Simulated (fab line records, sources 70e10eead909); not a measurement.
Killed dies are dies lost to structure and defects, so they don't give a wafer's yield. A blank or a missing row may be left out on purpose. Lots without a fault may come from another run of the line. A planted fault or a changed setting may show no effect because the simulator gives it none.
fab line records | flow nand_harc
record lots=5 wafers=15 last_day=34
route steps=1302 shown P_GATE@170 END@1302
lots that met no fault: from a run of the same line without faults
start_h: hours from the record's first day to the start of the lot's first wafer shown | wait_h: hours since the lot's step before | " the same as in the row above | L1.1+2: a row that stands for several wafers | - no value, or no start given | * or withheld: withheld | < > ~ a bound
route shown NAME@n: a module of which the file shows steps, and the number in the route of the first | usual: mean/standard deviation of fault-free wafers | same: alike in all rows | chamber/n: place in a boat | sites: the reading at each site | _std_site: their standard deviation | _edge_site: outer sites' mean less inner sites' | radius_mm: how far each site lies from the wafer's centre | mask NAME#n: copy n | behind: the tool/chamber that last shaped the wafer | hold: why the lot was held/for how many hours/how that ended | device: the transistor (n, p or np) that didn't switch | end of line: the same wafers' tests at the end of the route | a step without rows: its recipe alone | killed: dies lost to structure and defects at the first sort, not the wafer's yield | map: a wafer's dies, x killed, . not, _ none there
set.NAME: the setting as run; set.NAME@STEP: as run at that earlier step | model.NAME: the simulator's own value behind a step, which no gauge read
lots at some steps of the route; a table a step, a row a wafer
services: from which hour (start_h, from the record's first day; less than 0 if before it) a tool's chamber was out of use, for how many hours, and why
## steps
# step NHARC_P_GATE_CD_MEAS_46
# recipe target_cd_nm=720 landing_energy_ev=500
# usual cd_nm=720.3/1.7
# columns lot.wafer tool chamber start_h wait_h cd_nm
L864.3 cd_sem-02 0 133.18 - 719.6
L864.4 " 0 " " 720.6
L864.5 " 0 " " 721.1
L867.2 cd_sem-02 0 158.95 - 720.1
L867.4 " 0 " " 716.2
L867.5 " 0 " " 719.1
L877.1 cd_sem-03 0 263.10 - 721.5
L877.2 " 0 " " 719.4
L877.5 " 0 " " 720.3
L883.1 cd_sem-02 0 317.02 - 718.0
L883.2 " 0 " " 718.2
L883.3 " 0 " " 720.4
L884.1 cd_sem-02 0 343.87 - 719.2
L884.4 " 0 " " 720.3
L884.5 " 0 " " 716.5
# step NHARC_P_GATE_HARDBAKE_47
# recipe temp_c=125 time_s=80
# step NHARC_P_GATE_DESCUM_48
# recipe time_s=3 o2_flow_sccm=200 ar_flow_sccm=0 bias_power_w=0 chemistry=O2
# usual drypump_motor_current_A=5.6/0.39 oes_product_au=1.003/0.01 rf_vpp_V=57.8/0.84 showerhead_plenum_p_Torr=1.93/0.078 throttle_valve_pct=11.311/0.0096
# columns lot.wafer tool chamber start_h wait_h drypump_motor_current_A oes_product_au rf_hours_counter_h rf_vpp_V showerhead_plenum_p_Torr throttle_valve_pct
L864.4 rie_diel-10 2 133.33 - 5.4 0.992 4 57.3 1.89 11.305
L864.3 " 1 " " 5.8 0.986 4 56.1 1.83 11.304
L864.5 " 3 " " 5.7 1.004 - 56.7 1.85 11.300
L867.4 rie_diel-01 3 159.12 - 4.8 1.012 9 57.7 2.01 11.329
L867.2 " 0 " " 6.1 0.987 8 58.4 1.96 11.302
L867.5 " 3 " " 4.8 1.010 - 57.4 2.01 11.300
L877.1 rie_diel-03 1 263.28 - 5.7 1.000 9 56.6 2.04 11.317
L877.2 " 3 " " 5.7 1.015 10 57.9 1.90 11.305
L877.5 " 1 " " 5.6 1.005 - 58.5 2.04 11.320
L883.2 rie_diel-03 3 317.18 - 5.7 1.017 0 57.3 1.90 11.304
L883.3 " 0 " " 5.9 1.009 0 58.0 2.00 11.304
L883.1 " 2 " " 4.9 0.992 0 58.6 1.95 11.328
L884.1 rie_diel-01 0 344.05 - 6.1 1.000 9 57.9 1.95 11.309
L884.5 " 3 " " 4.9 1.004 - 58.2 2.01 11.314
L884.4 " 1 " " 5.6 1.007 - 55.4 1.80 11.318
# step NHARC_P_GATE_IMPLANT_49
# recipe energy_kev=30 dose_cm2=3e+15 tilt_deg=7
# step NHARC_P_GATE_STRIP_111
# recipe power_w=1500 temp_c=110 time_s=250 chemistry=N2/H2
# usual drypump_motor_current_A=5.60/0.23 heater_power_w=90/5.4
# columns lot.wafer tool chamber start_h wait_h drypump_motor_current_A heater_power_w rf_hours_counter_h
L864.4 plasma_asher-01 0 133.80 0.2 5.44 92 -
L864.3 " 1 " " 5.51 92 -
L864.5 " 0 " " 5.46 91 -
L867.2 plasma_asher-01 1 159.72 0.4 5.49 90 34
L867.4 " 1 " " 5.47 92 -
L867.5 " 1 " " 5.49 91 -
L877.2 plasma_asher-02 1 263.63 0.2 5.97 84 0
L877.1 " 0 " " 5.41 96 0
L877.5 " 1 " " 5.96 83 -
L883.2 plasma_asher-02 1 317.57 0.2 6.02 81 11
L883.1 " 0 " " 5.41 96 11
L883.3 " 1 " " 6.00 83 -
L884.1 plasma_asher-02 0 345.01 0.8 5.43 97 16
L884.4 " 1 " " 5.99 83 -
L884.5 " 0 " " 5.41 97 -
# step NHARC_P_GATE_STRIP_75
# recipe power_w=1500 temp_c=250 chemistry=O2
# usual drypump_motor_current_A=5.59/0.23 heater_power_w=337/20
# columns lot.wafer tool chamber start_h wait_h drypump_motor_current_A heater_power_w rf_hours_counter_h
L864.4 plasma_asher-01 0 134.03 0.2 5.46 335 -
L864.3 " 1 " " 5.48 343 -
L864.5 " 0 " " 5.49 342 -
L867.2 plasma_asher-01 1 160.02 0.3 5.49 344 34
L867.4 " 1 " " 5.50 343 -
L867.5 " 1 " " 5.49 341 -
L877.2 plasma_asher-02 1 263.93 0.2 5.93 311 0
L877.1 " 0 " " 5.41 354 0
L877.5 " 1 " " 5.93 300 -
L883.2 plasma_asher-02 1 317.87 0.2 5.98 310 12
L883.1 " 0 " " 5.41 365 12
L883.3 " 1 " " 5.94 306 -
L884.1 plasma_asher-02 0 345.28 0.2 5.42 351 17
L884.4 " 1 " " 5.96 302 -
L884.5 " 0 " " 5.41 359 -
# step NHARC_P_GATE_STRIP_50
# recipe time_s=900 temp_c=130 chemistry=SPM
# step NHARC_P_GATE_DEHYDRATE_51
# recipe temp_c=150 time_s=120
# step NHARC_P_GATE_HMDS_52
# recipe time_s=30
# step NHARC_P_GATE_COAT_53
# recipe spin_rpm=3000
# step NHARC_P_GATE_SOFTBAKE_54
# recipe temp_c=122 time_s=95
# step NHARC_P_GATE_EBR_55
# step NHARC_P_GATE_EXPOSE_56
# recipe na=0.6 target_cd_nm=720 dose_mj=14.81 mask_id=P_PSD
# same na=0.6
# columns lot.wafer tool chamber start_h wait_h mask
L864.3+4+5 krf_scanner-02 0 134.66 - P_PSD#0
L867.2+4+5 krf_scanner-02 0 160.67 - P_NSD#0
L877.1+2+5 krf_scanner-03 0 264.70 - P_PSD#0
L883.1+2+3 krf_scanner-02 0 318.64 - P_PSD#0
L884.1+4+5 krf_scanner-04 0 345.92 - P_PSD#0
# step NHARC_P_GATE_PEB_57
# recipe peb_temp_c=118 peb_time_s=85
# step NHARC_P_GATE_DEVELOP_58
# recipe time_s=70
# step NHARC_P_GATE_CD_MEAS_59
# recipe target_cd_nm=720 landing_energy_ev=500
# usual cd_nm=720.0/1.9
# columns lot.wafer tool chamber start_h wait_h cd_nm
L864.3 cd_sem-02 0 134.81 - 717.2
L864.4 " 0 " " 718.8
L864.5 " 0 " " 721.4
L867.2 cd_sem-01 0 160.82 - -
L867.4 " 0 " " -
L867.5 " 0 " " -
L877.1 cd_sem-02 0 264.86 - 722.0
L877.2 " 0 " " 718.9
L877.5 " 0 " " 719.1
L883.1 cd_sem-03 0 318.80 - 719.0
L883.2 " 0 " " 719.5
L883.3 " 0 " " 717.6
L884.1 cd_sem-01 0 346.08 - 719.1
L884.4 " 0 " " 722.5
L884.5 " 0 " " 719.3
# step NHARC_P_GATE_HARDBAKE_60
# recipe temp_c=125 time_s=80
# step NHARC_END_SORT_01
# recipe temp_c=25
# usual killed_at_array=64/16 killed_at_other=1.0/1.1 killed_at_periphery=3.5/2.3 killed_dies=69/17 killed_open=3.2/1.6 killed_short=2.4/1.6
# same gross_dies=677
# columns lot.wafer tool chamber start_h wait_h killed_at_array killed_at_other killed_at_periphery killed_dies killed_open killed_short
L867.2 prober-02 0 602.11 2.8 79 1 597 677 2 1
L867.4 prober-02 0 603.71 3.4 75 2 600 677 5 1
L867.5 prober-02 0 604.51 3.7 71 1 605 677 4 1
L877.1 prober-01 0 724.33 2.5 55 1 4 60 4 5
L877.2 prober-01 0 725.14 2.8 47 0 6 53 3 3
L877.5 prober-01 0 727.57 3.7 53 1 3 57 2 0
# killed by level:class
L867.2 P_GATE:area_expose=595 A_CHANNEL_HOLE_D1:chamber_film_flake=33 A_SLIT:chamber_film_flake=27 A_CHANNEL_HOLE_D2:chamber_film_flake=10 A_STAIRCASE:chamber_film_flake=4 P_STI:geometric_particle:open=1 A_CHANNEL_FILL_D1:geometric_particle:open=1 A_M0:geometric_particle:short=1
L867.4 P_GATE:area_expose=599 A_CHANNEL_HOLE_D1:chamber_film_flake=27 A_SLIT:chamber_film_flake=25 A_CHANNEL_HOLE_D2:chamber_film_flake=9 A_CONTACT:chamber_film_flake=4 A_ZERO_WELL:chamber_film_flake=2 THIN_TSV:chamber_film_flake=2 A_SOURCE_PLATE:geometric_particle:short=1
L867.5 P_GATE:area_expose=601 A_CHANNEL_HOLE_D1:chamber_film_flake=29 A_SLIT:chamber_film_flake=22 A_CHANNEL_HOLE_D2:chamber_film_flake=10 A_STAIRCASE:chamber_film_flake=3 A_CONTACT:chamber_film_flake=2 A_M0:chamber_film_flake=2 P_GATE:geometric_particle:open=1
L877.1 A_CHANNEL_HOLE_D2:chamber_film_flake=23 A_CHANNEL_HOLE_D1:chamber_film_flake=12 A_CONTACT:chamber_film_flake=4 A_CHANNEL_HOLE_D2:geometric_particle:open=2 P_GATE:chamber_film_flake=2 A_STAIRCASE:chamber_film_flake=2 A_SLIT:chamber_film_flake=2 A_BONDPAD:chamber_film_flake=2
L877.2 A_CHANNEL_HOLE_D2:chamber_film_flake=16 A_CHANNEL_HOLE_D1:chamber_film_flake=10 A_CONTACT:chamber_film_flake=7 A_SLIT:chamber_film_flake=4 P_GATE:chamber_film_flake=3 A_CHANNEL_FILL_D2:chamber_film_flake=2 A_CHANNEL_FILL_D1:chamber_film_flake=2 P_M0:geometric_particle:short=1
L877.5 A_CHANNEL_HOLE_D2:chamber_film_flake=26 A_CHANNEL_HOLE_D1:chamber_film_flake=13 A_STAIRCASE:chamber_film_flake=2 A_SLIT:chamber_film_flake=2 A_CONTACT:chamber_film_flake=2 A_BLC:chamber_film_flake=2 A_BONDPAD:chamber_film_flake=2 A_CHANNEL_HOLE_D2:geometric_particle:open=1
# map L867.2 (x killed, . not)
____________x____________
_________xxxxxxx_________
_______xxxxxxxxxxx_______
______xxxxxxxxxxxxx______
_____xxxxxxxxxxxxxxx_____
____xxxxxxxxxxxxxxxxx____
____xxxxxxxxxxxxxxxxx____
___xxxxxxxxxxxxxxxxxxx___
___xxxxxxxxxxxxxxxxxxx___
__xxxxxxxxxxxxxxxxxxxxx__
__xxxxxxxxxxxxxxxxxxxxx__
_xxxxxxxxxxxxxxxxxxxxxxx_
_xxxxxxxxxxxxxxxxxxxxxxx_
_xxxxxxxxxxxxxxxxxxxxxxx_
_xxxxxxxxxxxxxxxxxxxxxxx_
_xxxxxxxxxxxxxxxxxxxxxxx_
xxxxxxxxxxxxxxxxxxxxxxxxx
xxxxxxxxxxxxxxxxxxxxxxxxx
xxxxxxxxxxxxxxxxxxxxxxxxx
xxxxxxxxxxxxxxxxxxxxxxxxx
xxxxxxxxxxxxxxxxxxxxxxxxx
_xxxxxxxxxxxxxxxxxxxxxxx_
_xxxxxxxxxxxxxxxxxxxxxxx_
_xxxxxxxxxxxxxxxxxxxxxxx_
_xxxxxxxxxxxxxxxxxxxxxxx_
_xxxxxxxxxxxxxxxxxxxxxxx_
__xxxxxxxxxxxxxxxxxxxxx__
__xxxxxxxxxxxxxxxxxxxxx__
___xxxxxxxxxxxxxxxxxxx___
___xxxxxxxxxxxxxxxxxxx___
____xxxxxxxxxxxxxxxxx____
____xxxxxxxxxxxxxxxxx____
_____xxxxxxxxxxxxxxx_____
______xxxxxxxxxxxxx______
_______xxxxxxxxxxx_______
_________xxxxxxx_________
____________x____________
# map L864.4 (x killed, . not)
____________.____________
_________......._________
_______..........._______
______.............______
_____..............._____
____.................____
____.................____
___..................x___
___...x...............___
__.....................__
__..................x..__
_.x......x...........x.._
_......................._
_......................._
_......................._
_......................._
................x..x.....
..................x......
..................x...x..
..................xxx.x.x
................xxxxx....
_.....x.........xxxxx..._
_..............xxxxxx..._
_................xx.x..._
_................xxxx.x._
_.................xxxxxx_
__..................x..__
__..............x......__
___...................___
___.................x.___
____...............x.____
____...........x.....____
_____......x........_____
______.............______
_______..........._______
_________......._________
____________.____________
## services
# columns tool chamber start_h hours kind
krf_scanner-02 - 112.16 2.4 repair
krf_scanner-02 - 128.11 1.4 repair
krf_scanner-04 - 131.76 1.7 repair
plasma_asher-01 - 144.46 1.9 repair
plasma_asher-01 - 165.13 9.0 pm
krf_scanner-04 - 182.00 4.0 pm
rie_diel-01 2 192.03 7.2 repair
rie_diel-01 - 203.80 9.0 pm
krf_scanner-04 - 210.91 0.3 repair
rie_diel-03 - 217.78 1.6 repair
rie_diel-01 0 220.17 5.0 repair
krf_scanner-03 - 224.01 4.0 pm
rie_diel-01 0 231.12 6.9 repair
plasma_asher-02 - 254.22 9.0 pm
krf_scanner-02 - 266.02 4.0 pm
rie_diel-03 - 281.45 9.0 pm
rie_diel-01 - 283.29 2.2 repair
plasma_asher-01 - 311.89 4.3 repair
rie_diel-03 1 316.79 4.0 repair
rie_diel-03 1 324.65 12.1 repair
plasma_asher-02 - 328.75 3.6 repair
plasma_asher-02 - 332.96 3.0 repair
plasma_asher-01 - 342.13 9.0 pm
rie_diel-01 2 342.79 9.9 repair
## key
first_sign step=NHARC_P_GATE_EXPOSE_56 reading=mask direction=changed
effect step=NHARC_P_GATE_CD_MEAS_59 reading=cd_nm direction=missing
effect step=NHARC_END_SORT_01 reading=killed_at_periphery direction=up sigmas=99+ usual=3.5 struck=600.7
more_kills_born_at NHARC_P_GATE_EXPOSE_56@krf_scanner-02=1795
met_at NHARC_P_GATE_EXPOSE_56
struck_wafers L867.2,L867.4,L867.5
later_rows_left_out L867.2,L867.4,L867.5
tester_left_out L867
onset_between 134.66 160.67
fault kind=wrong_mask tool=any chamber=- onset_h=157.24 steps=NHARC_P_GATE_EXPOSE_56 aux_copy=P_NSD#0 scope=struck_lots_only
# tester_left_out: of these lots the tester's yield and bins aren't shown, on N5 and GAA mostly nor the transistor test; their killed dies are dies lost to structure and defects alone, not to doping, threshold or leakage, so they don't give the yield
# later_rows_left_out: the simulator's readings of these wafers behind a module that went badly wrong aren't trusted and aren't shown, but for the sort
